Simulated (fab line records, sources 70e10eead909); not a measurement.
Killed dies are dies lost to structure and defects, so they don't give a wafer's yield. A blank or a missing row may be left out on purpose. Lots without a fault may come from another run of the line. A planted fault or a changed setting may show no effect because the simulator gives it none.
Chamber matching | flow nand_harc | NHARC_P_M2_CMP_23 on cmp-01: 4 sister chambers
The step polishes, t overpolish 20 s, target thk 144.3 nm. 8 wafers are shown with their chamber, then 8 later ones without.

WAFERS WITH THEIR CHAMBER
wafer  | chamber | motor_current_A (A) | time_to_endpoint_s (s)
L075.1 | 2       | 11.0                | 34.0
L075.3 | 1       | 14.0                | 31.4
L077.5 | 2       | 10.0                | 26.8
L081.5 | 0       | 11.0                | 29.7
L082.3 | 3       | 11.2                | 30.3
L082.5 | 0       | 11.5                | 27.9
L082.6 | 3       | 11.5                | 30.2
L089.3 | 1       | 15.0                | 28.9

WAFERS WITHOUT THEIR CHAMBER
wafer  | motor_current_A (A) | time_to_endpoint_s (s)
L089.4 | 11.4                | 32.4
L089.5 | 11.5                | 32.2
L096.1 | 14.2                | 26.9
L096.4 | 10.6                | 29.6
L096.5 | 11.7                | 30.6
L097.1 | 10.5                | 32.1
L097.3 | 11.3                | 30.8
L097.5 | 15.3                | 28.0

WHICH CHAMBER EACH WENT THROUGH
wafer  | from the rows above          | in truth
L089.4 | can't be placed: 3 or 0 or 2 | 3
L089.5 | can't be placed: 3 or 0 or 2 | 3
L096.1 | 1                            | 1
L096.4 | can't be placed: 2 or 0 or 3 | 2
L096.5 | can't be placed: 3 or 0 or 2 | 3
L097.1 | can't be placed: 2 or 3 or 0 | 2
L097.3 | can't be placed: 3 or 0 or 2 | 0
L097.5 | 1                            | 1
Placed correctly: 2 of 8. Can't be placed from these rows: 6 (the true chamber is among the candidates in 6). Placed wrongly: 0.
How it was worked out, from the rows above alone: a wafer's distance from a chamber is the root of the sum, over the readings, of the square of ((its reading less the chamber's mean) divided by the reading's scatter). The wafer belongs to the nearest chamber; if the next one is less than 2 further off, it can't be placed. A chamber's mean is the mean of its shown wafers. The scatter: the root of (the sum of the squares of (reading less its chamber's mean) over the shown wafers, divided by (wafers less chambers)).
